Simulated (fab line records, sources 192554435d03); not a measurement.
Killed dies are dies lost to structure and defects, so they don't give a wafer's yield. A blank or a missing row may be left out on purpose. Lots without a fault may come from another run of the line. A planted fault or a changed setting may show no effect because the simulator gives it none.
Which tool did it? | flow n5_finfet | 11 lots, 33 wafers sampled, at 8 steps of a route of 1938

WHAT THE GAUGES READ, wafer by wafer
N5_BEOL_M5_OCD_MEAS_38. Usual: trench_depth_nm 71.3 nm, standard deviation 0.98.
lot  | measured     | on     | trench_depth_nm (nm) | flag
L326 | day 9 06:12  | ocd-02 | 69.9 70.7 70.9       |
L328 | day 9 15:46  | ocd-01 | 71.1 70.5 69.8       |
L329 | day 10 06:53 | ocd-02 | 71.7 71.6 70.0       |
L332 | day 10 11:54 | ocd-02 | 71.2 70.1 72.4       |
L331 | day 10 15:58 | ocd-01 | 47.1 46.2 71.5       | OFF
L333 | day 11 06:07 | ocd-01 | 46.0 46.5 70.2       | OFF
L338 | day 11 14:20 | ocd-01 | 70.8 46.5 48.4       | OFF
L343 | day 12 21:43 | ocd-01 | 70.2 71.0 70.3       |
L342 | day 13 08:06 | ocd-02 | 72.7 72.1 71.7       |
L345 | day 14 08:55 | ocd-01 | 69.9 70.1 70.7       |
L347 | day 14 11:15 | ocd-01 | 71.3 71.5 72.2       |

N5_BEOL_M5_THK_MEAS_53: measures by xrf. Usual: M5_THK 61.3 nm, standard deviation 1.5.
lot  | measured     | on            | M5_THK (nm)    | flag
L326 | day 9 13:02  | film_metro-01 | 58.7 59.9 59.7 |
L328 | day 9 23:32  | film_metro-01 | 61.2 60.9 59.7 |
L329 | day 10 13:16 | film_metro-01 | 63.6 62.9 61.0 |
L332 | day 10 18:30 | film_metro-01 | 60.9 60.9 62.9 |
L331 | day 10 22:37 | film_metro-02 | 36.4 36.5 61.1 | OFF
L333 | day 11 12:44 | film_metro-02 | 36.1 34.7 59.2 | OFF
L338 | day 11 21:05 | film_metro-01 | 60.7 34.7 39.3 | OFF
L343 | day 13 12:19 | film_metro-01 | 59.1 59.8 58.9 |
L342 | day 13 15:34 | film_metro-02 | 61.9 64.3 61.9 |
L345 | day 14 17:07 | film_metro-02 | 59.5 59.0 61.0 |
L347 | day 14 17:46 | film_metro-01 | 61.1 62.9 63.1 |

N5_BEOL_M5_RS_MEAS_57: measures by four-point-probe. Usual: M5_RS 0.390 ohm/sq, standard deviation 0.01.
lot  | measured     | on            | M5_RS (ohm/sq)    | flag
L326 | day 9 13:18  | film_metro-01 | 0.410 0.399 0.403 |
L328 | day 9 23:48  | film_metro-01 | 0.393 0.398 0.405 |
L329 | day 10 13:34 | film_metro-01 | 0.380 0.382 0.399 |
L332 | day 10 18:55 | film_metro-01 | 0.396 0.395 0.381 |
L331 | day 10 22:54 | film_metro-01 | 0.756 0.751 0.391 | OFF
L333 | day 11 12:59 | film_metro-02 | 0.751 0.788 0.405 | OFF
L338 | day 11 21:22 | film_metro-02 | 0.397 0.803 0.688 | OFF
L343 | day 13 12:35 | film_metro-02 | 0.406 0.399 0.408 |
L342 | day 13 15:50 | film_metro-02 | 0.388 0.368 0.385 |
L345 | day 14 17:22 | film_metro-01 | 0.397 0.404 0.390 |
L347 | day 14 18:02 | film_metro-01 | 0.399 0.386 0.386 |

N5_BEOL_M15_RC_MEAS_101. Usual: COMB_M10 1.58e-11 S/m, standard deviation 2.6e-12; COMB_M11 1.48e-11 S/m, standard deviation 2.9e-12; COMB_M12 7e-12 S/m, standard deviation 1.5e-12; COMB_M13 5.5e-12 S/m, standard deviation 1.2e-12; COMB_M13_max_site 7.5e-12 S/m, standard deviation 1.9e-12; COMB_M14 4.3e-12 S/m, standard deviation 9.2e-13; COMB_M14_max_site 5.9e-12 S/m, standard deviation 1.4e-12; COMB_M15 3.2e-12 S/m, standard deviation 6.1e-13; COMB_M6 2.6e-11 S/m, standard deviation 5.4e-12; COMB_M7 2.6e-11 S/m, standard deviation 4.9e-12; COMB_M8 2.6e-11 S/m, standard deviation 5.3e-12; COMB_M9 1.47e-11 S/m, standard deviation 2.8e-12; COMB_M9_max_site 2.1e-11 S/m, standard deviation 4.8e-12; SERP_M10 3.03 ohm/um, standard deviation 0.07; SERP_M10_max_site 3.12 ohm/um, standard deviation 0.08; SERP_M11 3.08 ohm/um, standard deviation 0.072; SERP_M12 0.636 ohm/um, standard deviation 0.014; SERP_M13 0.312 ohm/um, standard deviation 0.0054; SERP_M14 0.161 ohm/um, standard deviation 0.0035; SERP_M5 39.4 ohm/um, standard deviation 1.4; SERP_M5_max_site 40.7 ohm/um, standard deviation 1.6; SERP_M6 13.8 ohm/um, standard deviation 0.53; SERP_M7 13.9 ohm/um, standard deviation 0.58; SERP_M8 13.8 ohm/um, standard deviation 0.52; SERP_M8_max_site 14.3 ohm/um, standard deviation 0.56; SERP_M9 3.08 ohm/um, standard deviation 0.077.
lot  | measured     | on        | COMB_M10 (S/m)             | COMB_M11 (S/m)             | COMB_M12 (S/m)          | COMB_M13 (S/m)          | COMB_M13_max_site (S/m)  | COMB_M14 (S/m)          | COMB_M14_max_site (S/m) | COMB_M15 (S/m)          | COMB_M6 (S/m)           | COMB_M7 (S/m)           | COMB_M8 (S/m)           | COMB_M9 (S/m)              | COMB_M9_max_site (S/m)  | SERP_M10 (ohm/um) | SERP_M10_max_site (ohm/um) | SERP_M11 (ohm/um) | SERP_M12 (ohm/um) | SERP_M13 (ohm/um) | SERP_M14 (ohm/um) | SERP_M5 (ohm/um) | SERP_M5_max_site (ohm/um) | SERP_M6 (ohm/um) | SERP_M7 (ohm/um) | SERP_M8 (ohm/um) | SERP_M8_max_site (ohm/um) | SERP_M9 (ohm/um) | flag
L326 | day 12 20:57 | prober-02 | 1.99e-11 2.33e-11 1.77e-11 | 1.87e-11 1.74e-11 1.88e-11 | 6.5e-12 8.7e-12 6.8e-12 | 5.6e-12 6.5e-12 5.9e-12 | 6.5e-12 7.3e-12 7.9e-12  | 4.4e-12 4.3e-12 4.4e-12 | 6.4e-12 4.5e-12 5.9e-12 | 3.7e-12 3.6e-12 4.1e-12 | 2.7e-11 2.8e-11 3.7e-11 | 2.2e-11 2e-11 2.4e-11   | 2.7e-11 2e-11 2e-11     | 1.76e-11 1.48e-11 1.38e-11 | 2.1e-11 1.8e-11 2.1e-11 | 2.96 3.03 2.96    | 3.00 3.12 2.99             | 3.17 3.07 3.06    | 0.672 0.661 0.650 | 0.314 0.316 0.312 | 0.160 0.161 0.160 | 43.6 40.2 40.1   | 45.2 41.7 42.0            | 14.1 13.5 13.0   | 13.6 13.4 13.7   | 14.0 14.8 13.8   | 14.1 15.7 14.3            | 3.17 3.13 3.07   |
L328 | day 13 05:48 | prober-01 | 1.34e-11 1.62e-11 1.37e-11 | 1.89e-11 1.55e-11 2.2e-11  | 6.9e-12 8.8e-12 7.8e-12 | 4.1e-12 4.6e-12 5.6e-12 | 5.3e-12 6.3e-12 7.4e-12  | 4.1e-12 3.5e-12 3.4e-12 | 5.1e-12 4.7e-12 4.3e-12 | 2.3e-12 3e-12 3.2e-12   | 2e-11 3.1e-11 2.7e-11   | 2.5e-11 2.4e-11 3.5e-11 | 2.6e-11 2.4e-11 2.5e-11 | 1.52e-11 1.33e-11 1.36e-11 | 2.4e-11 2.2e-11 1.8e-11 | 3.07 3.00 3.09    | 3.11 3.18 3.18             | 3.06 3.07 3.07    | 0.627 0.636 0.636 | 0.310 0.308 0.313 | 0.157 0.158 0.154 | 38.2 39.8 39.9   | 38.7 41.2 41.1            | 13.8 13.9 13.0   | 14.5 13.8 13.9   | 13.9 15.0 14.3   | 14.4 15.2 14.9            | 3.17 3.23 3.22   |
L329 | day 13 23:20 | prober-02 | 1.5e-11 1.75e-11 1.55e-11  | 1.04e-11 1.72e-11 1.39e-11 | 1.01e-11 9e-12 7.4e-12  | 4.5e-12 5.2e-12 6e-12   | 5.7e-12 7.7e-12 7.6e-12  | 6.1e-12 5.1e-12 5.6e-12 | 9.8e-12 6e-12 7.9e-12   | 4.1e-12 3.5e-12 3.1e-12 | 2.4e-11 3.4e-11 3e-11   | 3e-11 2.7e-11 3.8e-11   | 2.3e-11 1.9e-11 2.5e-11 | 1.9e-11 1.64e-11 2.07e-11  | 2.7e-11 2.5e-11 3.7e-11 | 2.98 2.95 2.96    | 3.11 3.02 3.04             | 2.94 3.03 3.05    | 0.639 0.645 0.646 | 0.310 0.314 0.311 | 0.161 0.168 0.159 | 38.4 37.8 40.1   | 38.9 39.2 41.6            | 14.2 15.2 13.7   | 13.8 14.7 14.4   | 13.3 13.4 13.8   | 13.9 13.6 14.5            | 3.13 3.05 3.17   |
L332 | day 14 06:07 | prober-02 | 1.29e-11 1.58e-11 1.65e-11 | 1e-11 1.5e-11 1.34e-11     | 7.2e-12 6.4e-12 5.9e-12 | 4.7e-12 7.2e-12 4.5e-12 | 5.8e-12 1.04e-11 6.3e-12 | 4e-12 4.9e-12 5.5e-12   | 5.7e-12 6.6e-12 8e-12   | 4e-12 3.5e-12 3.6e-12   | 3.2e-11 2.8e-11 1.9e-11 | 2.4e-11 3.2e-11 2.6e-11 | 3.1e-11 3.5e-11 3.6e-11 | 1.76e-11 1.42e-11 1.58e-11 | 3.1e-11 1.8e-11 2.1e-11 | 2.96 2.96 3.06    | 3.03 3.03 3.11             | 3.12 3.09 3.24    | 0.641 0.635 0.619 | 0.305 0.311 0.319 | 0.160 0.160 0.165 | 38.4 41.7 38.5   | 39.5 42.6 39.2            | 14.0 13.6 13.6   | 14.7 14.5 13.9   | 14.7 13.8 14.4   | 15.2 14.1 14.6            | 3.28 3.17 3.16   |
L331 | day 14 09:07 | prober-02 | 1.47e-11 1.75e-11 1.26e-11 | 1.98e-11 1.43e-11 1.79e-11 | 7.4e-12 7.5e-12 8.4e-12 | 5.9e-12 6.3e-12 4.5e-12 | 1e-11 9e-12 5.6e-12      | 4.4e-12 3.4e-12 3.9e-12 | 5.4e-12 5.1e-12 5.8e-12 | 3.8e-12 2.9e-12 3.2e-12 | 2.2e-11 3e-11 2.9e-11   | 3.9e-11 2.7e-11 2.3e-11 | 2e-11 2.4e-11 2.2e-11   | 1.69e-11 1.64e-11 1.13e-11 | 3.5e-11 2.4e-11 1.6e-11 | 3.08 3.07 3.04    | 3.14 3.17 3.09             | 3.07 3.06 3.08    | 0.646 0.639 0.625 | 0.315 0.314 0.305 | 0.161 0.163 0.157 | 73.8 72.4 40.5   | 76.9 74.2 41.7            | 14.5 13.9 14.0   | 13.6 13.9 13.7   | 12.8 13.9 12.6   | 13.5 14.2 13.0            | 3.10 3.04 2.99   | OFF
L333 | day 14 18:55 | prober-01 | 1.52e-11 1.6e-11 1.94e-11  | 1.86e-11 1.78e-11 1.51e-11 | 5.4e-12 7e-12 4.7e-12   | 7e-12 5.6e-12 5.3e-12   | 8.3e-12 6.7e-12 7.3e-12  | 3.8e-12 4.8e-12 5.1e-12 | 4.7e-12 6.2e-12 7.1e-12 | 2.5e-12 3e-12 2.9e-12   | 2.2e-11 2.3e-11 2e-11   | 3.3e-11 2.2e-11 3.4e-11 | 1.8e-11 2.6e-11 2.9e-11 | 1.13e-11 1.38e-11 9.9e-12  | 1.6e-11 2e-11 1.7e-11   | 2.99 3.05 2.96    | 3.08 3.11 3.03             | 3.16 3.13 3.18    | 0.631 0.649 0.629 | 0.321 0.315 0.312 | 0.161 0.162 0.158 | 74.9 75.5 40.4   | 77.2 76.5 42.5            | 13.8 14.4 14.2   | 13.6 14.6 14.2   | 14.1 14.7 13.2   | 14.4 15.5 14.1            | 3.09 3.19 3.13   | OFF
L338 | day 15 06:57 | prober-01 | 1.16e-11 1.29e-11 1.95e-11 | 1.68e-11 1.14e-11 1.29e-11 | 6.1e-12 7.7e-12 5.8e-12 | 5e-12 6.4e-12 5.4e-12   | 6.3e-12 9.4e-12 6.3e-12  | 4.3e-12 4.5e-12 4.6e-12 | 6.4e-12 7.3e-12 7.1e-12 | 3.4e-12 3.5e-12 3.4e-12 | 3.4e-11 2.9e-11 2.8e-11 | 2.7e-11 1.9e-11 2.4e-11 | 2.8e-11 3.6e-11 2.6e-11 | 1.38e-11 1.61e-11 1.34e-11 | 1.8e-11 2e-11 1.8e-11   | 3.05 3.11 3.10    | 3.10 3.20 3.21             | 3.04 3.00 3.11    | 0.651 0.647 0.629 | 0.309 0.306 0.310 | 0.154 0.164 0.155 | 38.8 78.0 68.3   | 39.7 81.1 70.1            | 13.9 13.6 14.2   | 14.4 14.4 14.8   | 13.4 13.7 13.1   | 13.5 14.3 13.7            | 3.01 3.04 3.13   | OFF
L343 | day 16 21:24 | prober-01 | 1.9e-11 1.56e-11 1.7e-11   | 1.27e-11 1.43e-11 1.78e-11 | 5.6e-12 5.1e-12 5e-12   | 6e-12 4.6e-12 7.1e-12   | 8.5e-12 6e-12 1.26e-11   | 2.7e-12 2.8e-12 3.4e-12 | 5.3e-12 4.4e-12 4.6e-12 | 2.3e-12 2.5e-12 2.8e-12 | 3.4e-11 3.2e-11 2.5e-11 | 1.9e-11 2.6e-11 2e-11   | 2.9e-11 2.3e-11 2.6e-11 | 1.35e-11 1.37e-11 1.33e-11 | 1.5e-11 2e-11 2.1e-11   | 3.05 3.04 3.19    | 3.08 3.12 3.27             | 3.06 3.04 3.13    | 0.671 0.643 0.634 | 0.314 0.306 0.312 | 0.159 0.165 0.164 | 40.9 42.0 40.9   | 42.3 43.4 41.6            | 14.3 13.9 13.3   | 13.8 12.7 13.7   | 13.5 13.5 13.5   | 14.1 13.8 14.2            | 3.23 3.07 3.19   |
L342 | day 17 03:53 | prober-02 | 1.44e-11 1.3e-11 1.32e-11  | 1.45e-11 1.65e-11 1.2e-11  | 7.8e-12 7.8e-12 6.8e-12 | 4.5e-12 5.3e-12 5.4e-12 | 6e-12 6.2e-12 7.4e-12    | 5.6e-12 5.2e-12 3e-12   | 6.1e-12 8.1e-12 3.9e-12 | 3.8e-12 3.3e-12 3.8e-12 | 2.7e-11 1.8e-11 3.7e-11 | 2.9e-11 2.3e-11 2.6e-11 | 2.7e-11 3.3e-11 2.1e-11 | 1.68e-11 1.42e-11 1.75e-11 | 2.5e-11 1.6e-11 2.5e-11 | 3.11 3.01 2.92    | 3.22 3.06 3.01             | 3.10 2.91 3.04    | 0.619 0.611 0.623 | 0.307 0.311 0.322 | 0.158 0.157 0.157 | 38.2 38.5 39.0   | 40.0 39.4 42.8            | 14.7 14.2 13.9   | 14.0 14.3 13.8   | 13.3 14.3 14.1   | 13.8 15.2 14.9            | 3.08 3.03 3.02   |
L345 | day 17 23:56 | prober-02 | 1.8e-11 1.68e-11 1.39e-11  | 1.26e-11 1.3e-11 1.06e-11  | 5.5e-12 6.5e-12 6e-12   | 5.2e-12 6.4e-12 7.3e-12 | 7e-12 7.6e-12 9.8e-12    | 5.2e-12 4.3e-12 3.7e-12 | 6.8e-12 5.7e-12 4.4e-12 | 3.2e-12 4e-12 3.7e-12   | 1.8e-11 2.6e-11 2.1e-11 | 2.5e-11 2.8e-11 2.8e-11 | 2.4e-11 2.6e-11 3.4e-11 | 1.27e-11 1.51e-11 1.56e-11 | 2.1e-11 2.1e-11 2.3e-11 | 3.06 2.94 3.07    | 3.13 3.01 3.17             | 3.16 3.16 3.12    | 0.635 0.613 0.629 | 0.299 0.319 0.309 | 0.159 0.157 0.160 | 38.0 42.0 37.9   | 39.1 43.1 40.3            | 14.1 14.2 13.8   | 13.7 13.6 14.1   | 13.6 14.1 13.7   | 14.1 14.4 13.9            | 3.12 2.94 3.18   |
L347 | day 18 14:25 | prober-02 | 1.8e-11 1.7e-11 1.46e-11   | 1.17e-11 1.63e-11 1.41e-11 | 8.2e-12 7.2e-12 8e-12   | 6.7e-12 4.6e-12 5.6e-12 | 9.4e-12 7.3e-12 7.8e-12  | 6.3e-12 5.8e-12 4.5e-12 | 7.9e-12 7.8e-12 5.9e-12 | 3.1e-12 2.9e-12 3.7e-12 | 2.6e-11 2.9e-11 1.7e-11 | 2.1e-11 2.8e-11 2.5e-11 | 2.2e-11 2.6e-11 2.3e-11 | 1.48e-11 2.11e-11 1.93e-11 | 2.2e-11 2.5e-11 2.5e-11 | 2.90 2.97 2.91    | 3.02 3.19 2.98             | 3.02 3.05 3.07    | 0.626 0.601 0.648 | 0.313 0.311 0.310 | 0.158 0.162 0.161 | 39.1 37.8 39.7   | 39.9 39.0 41.4            | 14.3 13.5 13.8   | 15.1 14.9 14.2   | 13.8 13.5 13.7   | 14.3 14.5 14.3            | 3.09 3.03 2.99   |

WHICH TOOL RAN EACH LOT (tool, then ch and the chambers of the sampled wafers, then the start)
lot  | N5_BEOL_M5_ETCH_75                 | N5_BEOL_M5_TRENCH_ETCH_37          | N5_BEOL_M5_ETCH_41                            | N5_BEOL_M5_SURFACE_TREAT_87
L326 | rie_diel-04 ch 1,2, day 9 05:49    | rie_diel-04 ch 1,2, day 9 06:03    | rie_diel-04 ch 1,2, day 9 06:12 or earlier    | pvd_sputter-03, day 9 07:32
L328 | rie_diel-04 ch 1,3, day 9 15:22    | rie_diel-04 ch 1,3, day 9 15:36    | rie_diel-04 ch 1,3, day 9 15:46 or earlier    | pvd_sputter-01, day 9 17:31
L329 | rie_diel-04 ch 0,2,3, day 10 06:31 | rie_diel-04 ch 0,2,3, day 10 06:44 | rie_diel-04 ch 0,2,3, day 10 06:53 or earlier | pvd_sputter-01, day 10 07:46
L332 | rie_diel-03 ch 0,2,3, day 10 11:31 | rie_diel-03 ch 0,2,3, day 10 11:45 | rie_diel-03 ch 0,2,3, day 10 11:54 or earlier | pvd_sputter-02, day 10 12:57
L331 | rie_diel-04 ch 0,2, day 10 15:34   | rie_diel-04 ch 0,2, day 10 15:48   | rie_diel-04 ch 0,2, day 10 15:58 or earlier   | pvd_sputter-03, day 10 17:07
L333 | rie_diel-04 ch 0,2,3, day 11 05:44 | rie_diel-04 ch 0,2,3, day 11 05:58 | rie_diel-04 ch 0,2,3, day 11 06:07 or earlier | pvd_sputter-02, day 11 07:13
L338 | rie_diel-04 ch 0,2,3, day 11 13:57 | rie_diel-04 ch 0,2,3, day 11 14:11 | rie_diel-04 ch 0,2,3, day 11 14:20 or earlier | pvd_sputter-03, day 11 15:43
L343 | rie_diel-03 ch 0,3, day 12 21:19   | rie_diel-03 ch 0,3, day 12 21:34   | rie_diel-03 ch 0,3, day 12 21:43 or earlier   | pvd_sputter-02, day 12 23:01
L342 | rie_diel-02 ch 0,2, day 13 07:43   | rie_diel-02 ch 0,2, day 13 07:57   | rie_diel-02 ch 0,2, day 13 08:06 or earlier   | pvd_sputter-02, day 13 09:58
L345 | rie_diel-04 ch 2,3, day 14 08:32   | rie_diel-04 ch 2,3, day 14 08:46   | rie_diel-04 ch 2,3, day 14 08:55 or earlier   | pvd_sputter-01, day 14 11:46
L347 | rie_diel-04 ch 1,2, day 14 10:52   | rie_diel-04 ch 1,2, day 14 11:06   | rie_diel-04 ch 1,2, day 14 11:15 or earlier   | pvd_sputter-01, day 14 12:07
- N5_BEOL_M5_ETCH_75: etches underlayer in N2/H2, target depth 6.5 nm, time 5.2 s.
- N5_BEOL_M5_TRENCH_ETCH_37: etches SiCOH lowk in C4F6/O2, target depth 71.652 nm, time 24.7 s.
- N5_BEOL_M5_ETCH_41: etches SiCN in CH3F/O2, target depth 31.5 nm, time 56.7 s.
- N5_BEOL_M5_SURFACE_TREAT_87

WHAT THE TOOLS THEMSELVES READ (means of the sampled wafers that have a number; where no wafer has one, the mark that the record gives instead)
N5_BEOL_M5_ETCH_75. Usual: drypump_motor_current_A 5.8 A, standard deviation 0.4; etch_rf_on_time_s 5.23 s, standard deviation 0.11; oes_product_au 0.68 a.u., standard deviation 0.079; rf_vpp_V 524.1 V, standard deviation 2.6; showerhead_plenum_p_Torr 2.54 Torr, standard deviation 0.088; throttle_valve_pct 17.89 %, standard deviation 0.24.
lot  | tool        | drypump_motor_current_A (A) | etch_rf_on_time_s (s) | oes_product_au (a.u.) | rf_vpp_V (V) | showerhead_plenum_p_Torr (Torr) | throttle_valve_pct (%) | flag
L326 | rie_diel-04 | 5.4                         | 5.29                  | 0.58                  | 525.6        | 2.59                            | 18.00                  |
L328 | rie_diel-04 | 5.6                         | 5.36                  | 0.61                  | 526.5        | 2.64                            | 18.06                  |
L329 | rie_diel-04 | 5.9                         | 5.27                  | 0.64                  | 523.4        | 2.54                            | 17.95                  |
L332 | rie_diel-03 | 5.8                         | 5.28                  | 0.64                  | 523.4        | 2.51                            | 17.86                  |
L331 | rie_diel-04 | 5.6                         | 5.32                  | 0.59                  | 522.2        | 2.45                            | 18.05                  |
L333 | rie_diel-04 | 5.9                         | 5.27                  | 0.63                  | 524.4        | 2.54                            | 17.96                  |
L338 | rie_diel-04 | 5.9                         | 5.32                  | 0.64                  | 523.8        | 2.54                            | 17.98                  |
L343 | rie_diel-03 | 5.7                         | 5.31                  | 0.62                  | 525.0        | 2.57                            | 17.83                  |
L342 | rie_diel-02 | 5.8                         | 5.23                  | 0.72                  | 525.3        | 2.59                            | 17.93                  |
L345 | rie_diel-04 | 6.1                         | 5.36                  | 0.65                  | 525.6        | 2.62                            | 17.93                  |
L347 | rie_diel-04 | 5.4                         | 5.19                  | 0.71                  | 525.6        | 2.57                            | 17.75                  |

N5_BEOL_M5_TRENCH_ETCH_37. Usual: O2_flow_sccm 10.00 sccm, standard deviation 0.03; drypump_motor_current_A 5.8 A, standard deviation 0.4; oes_o_777_au 0.79 a.u., standard deviation 0.088; oes_product_au 0.79 a.u., standard deviation 0.094; rf_vpp_V 665 V, standard deviation 11; showerhead_plenum_p_Torr 2.85 Torr, standard deviation 0.093; throttle_valve_pct 20.98 %, standard deviation 0.21.
lot  | tool        | O2_flow_sccm (sccm) | drypump_motor_current_A (A) | oes_o_777_au (a.u.) | oes_product_au (a.u.) | rf_vpp_V (V) | showerhead_plenum_p_Torr (Torr) | throttle_valve_pct (%) | flag
L326 | rie_diel-04 | 10.03               | 5.4                         | 0.68                | 0.69                  | 668          | 2.91                            | 21.11                  |
L328 | rie_diel-04 | 10.02               | 5.6                         | 0.72                | 0.73                  | 670          | 2.97                            | 21.12                  |
L329 | rie_diel-04 | 9.96                | 5.9                         | 0.76                | 0.75                  | 653          | 2.86                            | 21.06                  |
L332 | rie_diel-03 | 9.96                | 5.8                         | 0.75                | 0.76                  | 671          | 2.81                            | 20.87                  |
L331 | rie_diel-04 | 10.00               | 5.6                         | 0.70                | 0.61                  | 655          | 2.75                            | 21.09                  |
L333 | rie_diel-04 | 10.02               | 5.9                         | 0.76                | 0.63                  | 654          | 2.85                            | 21.04                  |
L338 | rie_diel-04 | 9.97                | 5.9                         | 0.75                | 0.65                  | 653          | 2.85                            | 21.05                  |
L343 | rie_diel-03 | 10.04               | 5.6                         | 0.73                | 0.73                  | 666          | 2.88                            | 20.88                  |
L342 | rie_diel-02 | 10.00               | 5.8                         | 0.84                | 0.85                  | 669          | 2.88                            | 20.88                  |
L345 | rie_diel-04 | 10.01               | 6.1                         | 0.77                | 0.77                  | 653          | 2.94                            | 21.05                  |
L347 | rie_diel-04 | 10.00               | 5.4                         | 0.82                | 0.84                  | 668          | 2.90                            | 20.88                  |

N5_BEOL_M5_ETCH_41. Usual: CH3F_flow_sccm 29.99 sccm, standard deviation 0.091; O2_flow_sccm 20.01 sccm, standard deviation 0.053; drypump_motor_current_A 5.7 A, standard deviation 0.4; oes_product_au 0.79 a.u., standard deviation 0.095; rf_vpp_V 297.2 V, standard deviation 1.5; showerhead_plenum_p_Torr 2.00 Torr, standard deviation 0.069; throttle_valve_pct 16.36 %, standard deviation 0.23.
lot  | tool        | CH3F_flow_sccm (sccm) | O2_flow_sccm (sccm) | drypump_motor_current_A (A) | oes_product_au (a.u.) | rf_vpp_V (V) | showerhead_plenum_p_Torr (Torr) | throttle_valve_pct (%) | flag
L326 | rie_diel-04 | 30.08                 | 19.93               | 5.4                         | 0.69                  | 298.4        | 2.05                            | 16.50                  |
L328 | rie_diel-04 | 30.00                 | 20.06               | 5.6                         | 0.72                  | 299.2        | 2.09                            | 16.49                  |
L329 | rie_diel-04 | 30.05                 | 20.01               | 5.9                         | 0.75                  | 297.8        | 2.01                            | 16.44                  |
L332 | rie_diel-03 | 30.05                 | 20.04               | 5.8                         | 0.76                  | 296.9        | 1.97                            | 16.29                  |
L331 | rie_diel-04 | 29.92                 | 20.00               | 5.6                         | 0.70                  | 296.3        | 1.93                            | 16.54                  |
L333 | rie_diel-04 | 29.98                 | 19.99               | 5.9                         | 0.74                  | 297.5        | 2.00                            | 16.47                  |
L338 | rie_diel-04 | 29.97                 | 20.00               | 5.9                         | 0.74                  | 297.2        | 2.00                            | 16.47                  |
L343 | rie_diel-03 | 29.91                 | 20.04               | 5.6                         | 0.73                  | 298.0        | 2.02                            | 16.31                  |
L342 | rie_diel-02 | 29.97                 | 19.98               | 5.7                         | 0.84                  | 297.5        | 2.02                            | 16.25                  |
L345 | rie_diel-04 | 29.86                 | 20.06               | 6.1                         | 0.77                  | 298.1        | 2.08                            | 16.44                  |
L347 | rie_diel-04 | 30.07                 | 20.06               | 5.4                         | 0.85                  | 298.6        | 2.04                            | 16.23                  |

THE ANSWER, worked out from the rows above alone
Rule: a lot is off if the mean of its wafers that have a number lies more than 3 standard deviations from the usual mean. A lot without any number at a reading at which 4 lots or more have one is off too. The other lots that the step has rows for count as sound. The gauges are gone through in route order, then the tools' own readings, and for those a lot's mean is taken as printed above. The first step at which some lot is off is used, and at that step the reading that is off furthest; a lot without a number counts as furthest.
Off: L331, L333, L338, at N5_BEOL_M5_OCD_MEAS_38 (trench_depth_nm).
A tool fits if, at a process step before that reading, it ran every lot that is off, and no sound lot after the first of them. The gauges at N5_BEOL_M5_OCD_MEAS_38 aren't tried: what is off there is off at N5_BEOL_M5_THK_MEAS_53 too, on other tools, and a gauge's error can't cause that. N5_BEOL_M5_ETCH_41 gives no start for some lots, so the hours and the order of its lots are those of N5_BEOL_M5_OCD_MEAS_38. None of those tried fits.

WHAT THE SIMULATOR HAD PUT IN
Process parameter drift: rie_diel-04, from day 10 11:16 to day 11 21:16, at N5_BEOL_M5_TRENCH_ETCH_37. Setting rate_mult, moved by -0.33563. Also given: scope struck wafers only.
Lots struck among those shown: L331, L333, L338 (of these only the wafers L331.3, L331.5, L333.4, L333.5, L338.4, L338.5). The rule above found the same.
